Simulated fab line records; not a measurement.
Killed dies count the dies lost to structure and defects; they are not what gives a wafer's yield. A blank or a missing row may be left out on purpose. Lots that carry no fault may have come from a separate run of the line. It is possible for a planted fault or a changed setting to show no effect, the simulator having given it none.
Matching of chambers / flow nandHarc / 4 sister chambers for NHARC_A_CHANNEL_FILL_D2_ETCHBACK_08 on rieDiel-11
The step etches the open film in C4F8, target depth 220 nm, time 110 s. 8 wafers are shown with their chamber, then 6 later ones without.

== WAFERS, EACH WITH ITS CHAMBER ==
wafer=L847.2; chamber=3; rfVppV (V)=439.9; runLengthS (s)=131.6
wafer=L847.6; chamber=2; rfVppV (V)=439.6; runLengthS (s)=132.0
wafer=L848.1; chamber=3; rfVppV (V)=440.5; runLengthS (s)=131.0
wafer=L849.1; chamber=1; rfVppV (V)=439.2; runLengthS (s)=131.8
wafer=L849.3; chamber=0; rfVppV (V)=438.2; runLengthS (s)=131.9
wafer=L849.5; chamber=1; rfVppV (V)=439.2; runLengthS (s)=131.4
wafer=L853.5; chamber=2; rfVppV (V)=439.4; runLengthS (s)=131.6
wafer=L854.6; chamber=0; rfVppV (V)=439.5; runLengthS (s)=131.6

== WAFERS WITH NO CHAMBER GIVEN ==
wafer=L862.2; rfVppV (V)=440.9; runLengthS (s)=131.3
wafer=L862.3; rfVppV (V)=438.5; runLengthS (s)=131.7
wafer=L862.5; rfVppV (V)=438.5; runLengthS (s)=131.6
wafer=L863.3; rfVppV (V)=439.7; runLengthS (s)=131.7
wafer=L863.4; rfVppV (V)=438.2; runLengthS (s)=131.8
wafer=L863.5; rfVppV (V)=440.5; runLengthS (s)=131.4

== EACH ONE'S CHAMBER ==
wafer=L862.2; from the rows above=can't be placed: 3 or 2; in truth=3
wafer=L862.3; from the rows above=can't be placed: 0 or 1 or 2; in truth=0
wafer=L862.5; from the rows above=can't be placed: 0 or 1 or 2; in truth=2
wafer=L863.3; from the rows above=can't be placed: 2 or 1 or 3 or 0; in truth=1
wafer=L863.4; from the rows above=can't be placed: 0 or 1 or 2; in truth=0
wafer=L863.5; from the rows above=can't be placed: 3 or 2 or 1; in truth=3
Placed correctly: 0 of 6. Unplaceable from these rows: 6, with the true chamber sitting among the candidates in 6. Placed wrongly: 0.
How it was worked out, from the rows above alone: a wafer's distance from a chamber is the root of the sum, over the readings, of the square of ((its reading less the chamber's mean) divided by the reading's scatter). If the next closest chamber is less than 2 further off than the closest, the wafer can't be placed; otherwise it belongs to the closest. For every chamber, the mean is computed from those of its wafers that are shown. How the scatter is found: for the shown wafers, subtract from each reading the mean of its chamber, square and add these, divide the total by (wafers less chambers), then take the root.
